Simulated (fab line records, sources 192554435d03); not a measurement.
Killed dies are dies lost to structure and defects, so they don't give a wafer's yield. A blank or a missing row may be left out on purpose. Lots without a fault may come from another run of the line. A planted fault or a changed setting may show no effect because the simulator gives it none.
Chamber matching | flow n5_finfet | N5_HKMG_FIN_DESCUM_17 on rie_diel-02: 4 sister chambers
The step chemistry O2, time 7.9 s. 20 wafers are shown with their chamber, then 10 later ones without.

WAFERS WITH THEIR CHAMBER
wafer  | chamber | drypump_motor_current_A (A) | throttle_valve_pct (%) | showerhead_plenum_p_Torr (Torr)
L075.2 | 1       | 5.8                         | 20.8                   | 2.13
L075.5 | 3       | 5.3                         | 20.8                   | 2.17
L075.6 | 2       | 5.1                         | 20.5                   | 2.18
L079.1 | 1       | 5.8                         | 20.8                   | 2.13
L079.3 | 3       | 5.3                         | 20.8                   | 2.17
L079.4 | 0       | 6.1                         | 20.9                   | 2.19
L081.2 | 1       | 5.8                         | 20.8                   | 2.13
L081.3 | 2       | 5.1                         | 20.6                   | 2.18
L081.5 | 2       | 5.1                         | 20.6                   | 2.18
L082.2 | 2       | 5.1                         | 20.6                   | 2.18
L082.3 | 3       | 5.3                         | 20.8                   | 2.17
L082.6 | 2       | 5.1                         | 20.6                   | 2.18
L086.1 | 3       | 5.3                         | 20.8                   | 2.16
L086.2 | 2       | 5.1                         | 20.6                   | 2.17
L086.3 | 1       | 5.7                         | 20.8                   | 2.12
L087.1 | 0       | 6.1                         | 21.0                   | 2.18
L087.2 | 3       | 5.3                         | 20.8                   | 2.16
L087.4 | 2       | 5.1                         | 20.6                   | 2.17
L089.2 | 0       | 6.2                         | 21.0                   | 2.18
L089.3 | 3       | 5.3                         | 20.8                   | 2.16

SIGNATURES (means of the wafers above)
reading                  | chamber 0 | chamber 1 | chamber 2 | chamber 3 | scatter within a chamber
drypump_motor_current_A  | 6.133     | 5.775     | 5.100     | 5.300     | 0.0298
throttle_valve_pct       | 20.967    | 20.800    | 20.586    | 20.800    | 0.0309
showerhead_plenum_p_Torr | 2.1833    | 2.1275    | 2.1771    | 2.1650    | 0.00521
Rule: a wafer's distance from a chamber is the root of the sum, over the readings, of the square of ((its reading less the chamber's mean) divided by the reading's scatter). The wafer belongs to the nearest chamber; if the next one is less than 2 further off, it can't be placed. The scatter: the root of (the sum of the squares of (reading less its chamber's mean) over the shown wafers, divided by (wafers less chambers)).

WAFERS WITHOUT THEIR CHAMBER
wafer  | drypump_motor_current_A (A) | throttle_valve_pct (%) | showerhead_plenum_p_Torr (Torr)
L089.6 | 5.1                         | 20.6                   | 2.17
L090.1 | 5.1                         | 20.6                   | 2.17
L090.2 | 5.3                         | 20.9                   | 2.16
L090.6 | 5.1                         | 20.6                   | 2.17
L095.1 | 5.3                         | 20.7                   | 2.16
L095.2 | 5.1                         | 20.6                   | 2.17
L095.4 | 5.8                         | 20.8                   | 2.12
L096.1 | 5.1                         | 20.6                   | 2.17
L096.3 | 5.3                         | 20.7                   | 2.16
L096.5 | 5.1                         | 20.6                   | 2.17

WHICH CHAMBER EACH WENT THROUGH
wafer  | from the rows above | in truth
L089.6 | 2                   | 2
L090.1 | 2                   | 2
L090.2 | 3                   | 3
L090.6 | 2                   | 2
L095.1 | 3                   | 3
L095.2 | 2                   | 2
L095.4 | 1                   | 1
L096.1 | 2                   | 2
L096.3 | 3                   | 3
L096.5 | 2                   | 2
Placed correctly: 10 of 10. Can't be placed from these rows: 0. Placed wrongly: 0.
